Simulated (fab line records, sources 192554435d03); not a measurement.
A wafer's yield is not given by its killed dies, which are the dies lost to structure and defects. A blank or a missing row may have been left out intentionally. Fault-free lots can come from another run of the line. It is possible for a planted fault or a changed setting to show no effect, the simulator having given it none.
fab line records | flow n5_finfet
record lots=7 | wafers=21 | last_day=18
route steps=1938 shown BEOL_M0_SAQP@675
lots that met no fault: from a run of the same line without faults
start_h: hours from the record's first day to the start of the lot's first wafer shown | wait_h: hours since the lot's step before | " repeats the value in the row above | L1.1+2: a single row standing in for several wafers | - no value present, or no start provided | * or withheld: withheld | < > ~ a bound
route shown NAME@n: NAME is a module with steps in the file, n the number in the route of the first one | usual: mean/standard deviation taken from wafers without a fault | same: alike in all rows | chamber/n: place in a boat | sites: the reading at each site | _std_site: the values' standard deviation | _edge_site: mean of outer sites minus mean of inner sites | radius_mm: for every site, how far away it sits from the centre of the wafer | mask NAME#n: copy n | behind: the tool/chamber that last shaped the wafer | hold: reason for holding the lot/hours on hold/outcome of the hold | device: the n, p or np transistor that did not switch | end of line: the route-end tests of the same wafers | a step without rows: its recipe alone | killed: dies that structure and defects cost at the first sort, which is not the same as the wafer's yield | map: a wafer's dies, x killed, . not, _ none there
set.NAME: the setting the step ran with; set.NAME@STEP: the setting that earlier step ran with | model.NAME: the simulator's own value behind a step, which no gauge read
certain route steps with their lots: each step a table, each wafer a row
services: the hour from which a tool's chamber was out of use, counted from the record's first day as start_h (under 0 if before that day), plus the number of hours and why
## steps
# step N5_BEOL_M0_SAQP_RECESS_109
# recipe chemistry=HF/NH3 | target=SiO2 | target_depth_a=30 | afs_cycles=1 | temp_c=30 | sublimation_temp_c=180 | sublimation_time_s=60
# usual drypump_motor_current_A=6.0/0.36
lot.wafer | tool          | chamber | start_h | wait_h | drypump_motor_current_A
L554.2    | vapor_etch-02 | 0       | 108.64  | 0.1    | 6.6
L554.3    | "             | 1       | "       | "      | 5.7
L554.5    | "             | 0       | "       | "      | 6.5
L559.1    | vapor_etch-02 | 1       | 138.57  | 0.0    | 5.7
L559.2    | "             | 0       | "       | "      | 6.6
L559.3    | "             | 1       | "       | "      | 5.7
L560.1    | vapor_etch-02 | 1       | 153.92  | 0.0    | 5.6
L560.4    | "             | 0       | "       | "      | 6.6
L560.5    | "             | 0       | "       | "      | 6.5
L561.2    | vapor_etch-01 | 1       | 154.98  | 0.0    | 5.7
L561.3    | "             | 1       | "       | "      | 5.7
L561.6    | "             | 0       | "       | "      | 5.9
L571.1    | vapor_etch-02 | 0       | 214.00  | 0.0    | 6.7
L571.5    | "             | 0       | "       | "      | 6.6
L571.6    | "             | 1       | "       | "      | 5.7
L574.1    | vapor_etch-02 | 1       | 229.53  | 0.0    | 5.7
L574.3    | "             | 0       | "       | "      | 6.6
L574.6    | "             | 0       | "       | "      | 6.6
L576.1    | vapor_etch-01 | 0       | 245.06  | 0.0    | 5.9
L576.3    | "             | 1       | "       | "      | 5.8
L576.5    | "             | 1       | "       | "      | 5.8
# step N5_BEOL_M0_SAQP_SPACER2_ALD_26
# recipe material=SiO2 | target_thk_a=150 | temp_c=300 | ald_precursor_family=BDEAS | ald_co_reactant=O2-plasma | pulse_time_s=1 | purge_time_s=2 | co_reactant_purge_time_s=2 | pressure_torr=2
# usual chamber_pressure_Torr=2.000/0.0042 | heater_power_w=479/54 | precursor_pulse_height_rel=1.000/0.021
lot.wafer | tool       | chamber | start_h | wait_h | chamber_pressure_Torr | heater_power_w | precursor_pulse_height_rel | since_wet_clean_h
L554.2    | ald_sin-04 | 0       | 109.66  | 1.0    | 2.001                 | 389            | 0.992                      | 102
L554.3    | "          | 2       | "       | "      | 1.995                 | 479            | 1.027                      | 102
L554.5    | "          | 2       | "       | "      | 1.999                 | 478            | 0.988                      | -
L559.1    | ald_sin-01 | 0       | 139.35  | 0.7    | 2.000                 | 452            | 0.974                      | 237
L559.2    | "          | 1       | "       | "      | 1.999                 | 412            | 0.962                      | 237
L559.3    | "          | 3       | "       | "      | 2.006                 | 517            | 1.024                      | 237
L560.1    | ald_sin-04 | 0       | 154.06  | 0.1    | 1.996                 | 400            | 1.020                      | 146
L560.4    | "          | 1       | "       | "      | 1.999                 | 508            | 1.031                      | 146
L560.5    | "          | 0       | "       | "      | 2.000                 | 399            | 1.021                      | -
L561.2    | ald_sin-04 | 3       | 155.12  | 0.1    | 1.997                 | 522            | 1.022                      | 147
L561.3    | "          | 0       | "       | "      | 2.004                 | 400            | 0.974                      | 147
L561.6    | "          | 0       | "       | "      | 2.010                 | 402            | 1.017                      | -
L571.1    | ald_sin-03 | 1       | 214.14  | 0.1    | 2.006                 | 438            | 0.995                      | 114
L571.5    | "          | 0       | "       | "      | 2.002                 | 454            | 0.971                      | -
L571.6    | "          | 1       | "       | "      | 2.002                 | 442            | 1.007                      | -
L574.1    | ald_sin-04 | 1       | 229.67  | 0.1    | 1.996                 | 498            | 0.981                      | 222
L574.3    | "          | 2       | "       | "      | 2.004                 | 488            | 0.978                      | 222
L574.6    | "          | 2       | "       | "      | 2.001                 | 483            | 1.019                      | -
L576.1    | ald_sin-04 | 3       | 246.14  | 1.0    | 2.002                 | 509            | 0.990                      | 238
L576.3    | "          | 2       | "       | "      | 1.996                 | 477            | 1.010                      | 238
L576.5    | "          | 0       | "       | "      | 2.004                 | 406            | 1.010                      | -
# step N5_BEOL_M0_SAQP_SPACER2_ETCHBACK_27
# recipe chemistry=CHF3/O2 | mode=anisotropic_etchback | target=SiO2 | target_depth_a=225 | time_s=11.25 | pressure_mtorr=30 | source_w=650 | bias_w=170 | Ar_flow_sccm=200 | CHF3_flow_sccm=50 | O2_flow_sccm=5 | ion_energy_ev=200
# usual drypump_motor_current_A=5.7/0.5 | oes_f_703_au=0.79/0.06 | oes_product_au=0.80/0.07 | rf_vpp_V=525/5.1 | showerhead_plenum_p_Torr=2.42/0.071 | throttle_valve_pct=18.74/0.17
lot.wafer | tool        | chamber | start_h | wait_h | drypump_motor_current_A | oes_f_703_au | oes_product_au | rf_hours_counter_h | rf_vpp_V | showerhead_plenum_p_Torr | throttle_valve_pct
L554.2    | rie_diel-05 | 2       | 110.21  | 0.3    | 5.3                     | 0.95         | 0.96           | 9                  | 525      | 2.37                     | 18.67
L554.3    | "           | 3       | "       | "      | 5.8                     | 0.78         | 0.77           | 123                | 527      | 2.51                     | 18.49
L554.5    | "           | 3       | "       | "      | 5.8                     | 0.77         | 0.77           | -                  | 528      | 2.51                     | 18.52
L559.1    | rie_diel-02 | 1       | 139.90  | 0.3    | 6.4                     | 0.90         | 0.92           | 17                 | 526      | 2.57                     | 18.77
L559.2    | "           | 2       | "       | "      | 6.1                     | 0.82         | 0.86           | 49                 | 537      | 2.46                     | 18.92
L559.3    | "           | 3       | "       | "      | 4.7                     | 0.83         | 0.86           | 53                 | 527      | 2.34                     | 18.55
L560.1    | rie_diel-06 | 1       | 154.75  | 0.4    | 5.2                     | 0.81         | 0.81           | 83                 | 528      | 2.34                     | 18.78
L560.4    | "           | 2       | "       | "      | 6.6                     | 0.70         | 0.71           | 228                | 520      | 2.37                     | 19.06
L560.5    | "           | 1       | "       | "      | 5.2                     | 0.82         | 0.82           | -                  | 528      | 2.34                     | 18.77
L561.2    | rie_diel-05 | 3       | 155.67  | 0.3    | 5.8                     | 0.76         | 0.76           | 136                | 528      | 2.51                     | 18.52
L561.3    | "           | 0       | "       | "      | 5.1                     | 0.77         | 0.77           | 151                | 530      | 2.51                     | 18.73
L561.6    | "           | 2       | "       | "      | 5.3                     | 0.91         | 0.93           | -                  | 524      | 2.36                     | 18.71
L571.1    | rie_diel-05 | 2       | 214.69  | 0.3    | 5.3                     | 0.87         | 0.89           | 39                 | 527      | 2.36                     | 18.70
L571.5    | "           | 3       | "       | "      | 5.8                     | 0.75         | 0.74           | -                  | 525      | 2.50                     | 18.57
L571.6    | "           | 2       | "       | "      | 5.3                     | 0.88         | 0.90           | -                  | 525      | 2.36                     | 18.71
L574.1    | rie_diel-05 | 3       | 230.22  | 0.3    | 5.8                     | 0.75         | 0.74           | 160                | 529      | 2.50                     | 18.56
L574.3    | "           | 0       | "       | "      | 5.0                     | 0.75         | 0.74           | 174                | 528      | 2.50                     | 18.77
L574.6    | "           | 2       | "       | "      | 5.3                     | 0.86         | 0.88           | -                  | 526      | 2.36                     | 18.73
L576.1    | rie_diel-05 | 2       | 246.69  | 0.3    | 5.3                     | 0.86         | 0.88           | 48                 | 526      | 2.36                     | 18.74
L576.3    | "           | 3       | "       | "      | 5.8                     | 0.74         | 0.74           | 165                | 527      | 2.50                     | 18.58
L576.5    | "           | 1       | "       | "      | 6.0                     | 0.75         | 0.73           | -                  | 517      | 2.39                     | 18.64
# step N5_BEOL_M0_SAQP_MANDREL2_REMOVE_110
# recipe chemistry=HBr/Cl2/O2 | bt_time_s=10 | target=a-Si | stop_on=SiCN | endpoint=OES-SiCl | over_etch_frac=1 | icp_w=600 | bias_w=30 | HBr_flow_sccm=150 | Cl2_flow_sccm=80 | O2_flow_sccm=5 | pressure_mtorr=10
# usual drypump_motor_current_A=5.6/0.46 | mfc_cl2_sccm=80.03/0.22 | oes_product_au=0.994/0.019 | throttle_valve_pct=36.72/0.26
lot.wafer | tool      | chamber | start_h | wait_h | drypump_motor_current_A | mfc_cl2_sccm | oes_product_au | rf_hours_counter_h | throttle_valve_pct
L554.2    | rie_si-02 | 0       | 110.30  | 0.1    | 6.3                     | 79.81        | 1.014          | 11                 | 36.43
L554.3    | "         | 2       | "       | "      | 5.3                     | 80.10        | 0.995          | 186                | 36.48
L554.5    | "         | 1       | "       | "      | 6.2                     | 79.94        | 0.992          | -                  | 36.77
L559.1    | rie_si-06 | 2       | 139.98  | 0.1    | 5.2                     | 79.88        | 0.963          | 52                 | 37.22
L559.2    | "         | 3       | "       | "      | 5.4                     | 79.92        | 0.974          | 72                 | 36.42
L559.3    | "         | 1       | "       | "      | 6.1                     | 80.38        | 0.975          | 163                | 37.04
L560.1    | rie_si-02 | 2       | 154.84  | 0.1    | 5.3                     | 80.06        | 0.995          | 186                | 36.49
L560.4    | "         | 3       | "       | "      | 6.1                     | 79.73        | 0.972          | 40                 | 36.82
L560.5    | "         | 2       | "       | "      | 5.3                     | 80.18        | 1.005          | -                  | 36.49
L561.2    | rie_si-01 | 1       | 155.76  | 0.1    | 5.3                     | 80.32        | 0.984          | 112                | 36.93
L561.3    | "         | 3       | "       | "      | 5.1                     | 79.91        | 1.051          | 1                  | 36.38
L561.6    | "         | 2       | "       | "      | 5.3                     | 80.05        | 1.017          | -                  | 36.84
L571.1    | rie_si-02 | 1       | 214.78  | 0.1    | 6.2                     | 80.01        | 0.995          | 8                  | 36.78
L571.5    | "         | 1       | "       | "      | 6.2                     | 80.15        | 0.996          | -                  | 36.76
L571.6    | "         | 2       | "       | "      | 5.3                     | 79.98        | 0.999          | -                  | 36.47
L574.1    | rie_si-02 | 0       | 230.31  | 0.1    | 6.4                     | 80.04        | 1.010          | 13                 | 36.41
L574.3    | "         | 1       | "       | "      | 6.2                     | 79.68        | 0.999          | 9                  | 36.76
L574.6    | "         | 1       | "       | "      | 6.2                     | 79.76        | 0.989          | -                  | 36.77
L576.1    | rie_si-01 | 3       | 246.78  | 0.1    | 5.1                     | 79.96        | 1.045          | 3                  | 36.42
L576.3    | "         | 1       | "       | "      | 5.3                     | 79.93        | 0.990          | 114                | 36.93
L576.5    | "         | 3       | "       | "      | 5.1                     | 80.02        | 1.031          | -                  | 36.40
# step N5_BEOL_M0_SAQP_CD_MEAS_29
# recipe target_cd_nm=14.4 | landing_energy_ev=1000 | detector=se_inlens
# usual cd_nm=15.00/0.21
lot.wafer | tool      | chamber | start_h | wait_h | cd_nm
L554.2    | cd_sem-02 | 0       | 110.41  | 0.1    | 15.12
L554.3    | "         | 0       | "       | "      | 15.21
L554.5    | "         | 0       | "       | "      | 14.99
L559.1    | cd_sem-03 | 0       | 140.09  | 0.1    | 14.81
L559.2    | "         | 0       | "       | "      | 14.80
L559.3    | "         | 0       | "       | "      | 14.66
L560.1    | cd_sem-03 | 0       | 154.95  | 0.1    | 14.46
L560.4    | "         | 0       | "       | "      | 14.81
L560.5    | "         | 0       | "       | "      | 14.87
L561.2    | cd_sem-01 | 0       | 155.87  | 0.1    | 15.25
L561.3    | "         | 0       | "       | "      | 15.16
L561.6    | "         | 0       | "       | "      | 14.93
L571.1    | cd_sem-02 | 0       | 214.89  | 0.1    | 15.53
L571.5    | "         | 0       | "       | "      | 14.86
L571.6    | "         | 0       | "       | "      | 15.05
L574.1    | cd_sem-01 | 0       | 230.42  | 0.1    | 15.25
L574.3    | "         | 0       | "       | "      | 14.97
L574.6    | "         | 0       | "       | "      | 15.19
L576.1    | cd_sem-01 | 0       | 246.89  | 0.1    | 15.16
L576.3    | "         | 0       | "       | "      | 14.77
L576.5    | "         | 0       | "       | "      | 15.10
# step N5_BEOL_M0_SAQP_COAT_69
# recipe resist=SOC | temp_c=250 | time_s=60 | spin_rpm=1500 | resist_thk_nm=90
# step N5_BEOL_M0_SAQP_COAT_72
# recipe resist=SiARC | temp_c=220 | time_s=60 | spin_rpm=1500 | resist_thk_nm=15
# step N5_BEOL_M0_SAQP_COAT_87
# recipe resist=underlayer | temp_c=205 | time_s=60 | spin_rpm=1500 | resist_thk_nm=5
# step N5_BEOL_M0_SAQP_COAT_34
# recipe resist=CAR-EUV | spin_rpm=1500 | resist_thk_nm=30
# step N5_BEOL_M0_SAQP_EBR_36
# recipe solvent=PGMEA | ebr_width_mm=1.5
# step N5_BEOL_M0_SAQP_SOFTBAKE_35
# recipe temp_c=110 | time_s=60 | resist=CAR-EUV
# step N5_BEOL_M0_SAQP_EXPOSE_37
# recipe mask_id=M0_CUT1 | na=0.33 | source_shape=annular | sigma_inner=0.35 | sigma_outer=0.8 | polarization=unpolarized | target_cd_nm=30 | dose_mj=44.75
# step N5_BEOL_M0_SAQP_PEB_38
# recipe peb_temp_c=100 | peb_time_s=60 | resist=CAR-EUV
# usual chill_plate_temp_C=23.02/0.11 | exhaust_pa=44.8/0.99 | peb_time_s=60/0 | plate_temp_C=99.99/0.13
lot.wafer | tool           | chamber | start_h | wait_h | chill_plate_temp_C | exhaust_pa | peb_time_s | plate_temp_C
L554.2    | litho_track-04 | 0       | 110.65  | 0.1    | 23.03              | 44.4       | 60         | 99.96
L554.3    | "              | 0       | "       | "      | 22.86              | 44.5       | 60         | 100.00
L554.5    | "              | 0       | "       | "      | 22.98              | 45.1       | 60         | 100.02
L559.1    | litho_track-01 | -       | 140.33  | 0.1    | -                  | -          | -          | -
L559.2    | "              | -       | "       | "      | -                  | -          | -          | -
L559.3    | "              | -       | "       | "      | -                  | -          | -          | -
L560.1    | litho_track-01 | -       | 155.19  | 0.1    | -                  | -          | -          | -
L560.4    | "              | -       | "       | "      | -                  | -          | -          | -
L560.5    | "              | -       | "       | "      | -                  | -          | -          | -
L561.2    | litho_track-01 | -       | 156.24  | 0.1    | -                  | -          | -          | -
L561.3    | "              | -       | "       | "      | -                  | -          | -          | -
L561.6    | "              | -       | "       | "      | -                  | -          | -          | -
L571.1    | litho_track-02 | 0       | 215.25  | 0.1    | 23.06              | 43.7       | 60         | 99.86
L571.5    | "              | 0       | "       | "      | 23.11              | 43.1       | 60         | 100.02
L571.6    | "              | 0       | "       | "      | 23.02              | 44.4       | 60         | 100.12
L574.1    | litho_track-01 | 0       | 230.78  | 0.1    | 22.95              | 45.6       | 60         | 99.87
L574.3    | "              | 0       | "       | "      | 22.98              | 46.2       | 60         | 100.05
L574.6    | "              | 0       | "       | "      | 22.93              | 46.0       | 60         | 100.21
L576.1    | litho_track-01 | 0       | 247.13  | 0.1    | 22.85              | 44.5       | 60         | 99.94
L576.3    | "              | 0       | "       | "      | 23.05              | 43.9       | 60         | 99.92
L576.5    | "              | 0       | "       | "      | 23.04              | 44.8       | 60         | 99.85
# step N5_BEOL_M0_SAQP_DEVELOP_39
# recipe develop_time_s=30 | developer=TMAH | resist=CAR-EUV | rinse_liquid=surfactant_rinse | dry=air_spin | dev_temp_c=23
## services
tool          | chamber | start_h | hours | kind
ald_sin-03    | -       | 85.81   | 14.0  | pm
rie_si-01     | 2       | 92.82   | 5.7   | repair
ald_sin-01    | 2       | 93.51   | 33.4  | repair
rie_diel-02   | 0       | 96.26   | 6.7   | repair
rie_diel-02   | -       | 97.17   | 0.2   | repair
ald_sin-03    | -       | 104.73  | 6.1   | pm
rie_diel-02   | -       | 112.60  | 2.8   | pm
rie_si-01     | 0       | 118.83  | 8.0   | repair
rie_si-06     | 1       | 120.58  | 5.2   | repair
ald_sin-03    | 1       | 127.01  | 11.4  | repair
rie_diel-06   | 2       | 128.81  | 12.8  | repair
ald_sin-01    | 0       | 131.12  | 7.1   | repair
rie_si-06     | 0       | 137.74  | 3.3   | repair
rie_diel-06   | -       | 143.51  | 0.7   | repair
vapor_etch-02 | -       | 143.73  | 2.8   | pm
rie_si-06     | 2       | 151.38  | 4.6   | repair
rie_diel-02   | 3       | 173.20  | 15.3  | repair
rie_diel-02   | 0       | 191.16  | 13.6  | repair
rie_si-02     | -       | 199.75  | 14.6  | pm
rie_si-02     | 2       | 218.76  | -     | clean
ald_sin-03    | 3       | 230.62  | 14.3  | repair
ald_sin-03    | 2       | 232.83  | 15.8  | repair
ald_sin-01    | 2       | 236.07  | 3.2   | repair
rie_si-02     | -       | 243.82  | 0.4   | repair
## key
first_sign step=N5_BEOL_M0_SAQP_PEB_38 | reading=tool_record | direction=missing
effect none on later readings
met_at N5_BEOL_M0_SAQP_PEB_38
struck_wafers L559.1,L559.2,L559.3,L560.1,L560.4,L560.5,L561.2,L561.3,L561.6
later_rows_left_out L559.1,L559.2,L559.3,L560.1,L560.4,L560.5,L561.2,L561.3,L561.6
sort_left_out L559.1,L559.2,L559.3,L560.1,L560.4,L560.5,L561.2,L561.3,L561.6
fault kind=skipped_step_whole | tool=litho_track-01 | chamber=- | onset_h=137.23 | steps=N5_BEOL_M0_SAQP_PEB_38 | scope=struck_lots_only
# sort_left_out: the simulated sort isn't trusted on such a fault, so these wafers' sort isn't shown, and their yield isn't known
# later_rows_left_out: the simulator's readings of these wafers behind a module that went badly wrong aren't trusted and aren't shown, but for the sort
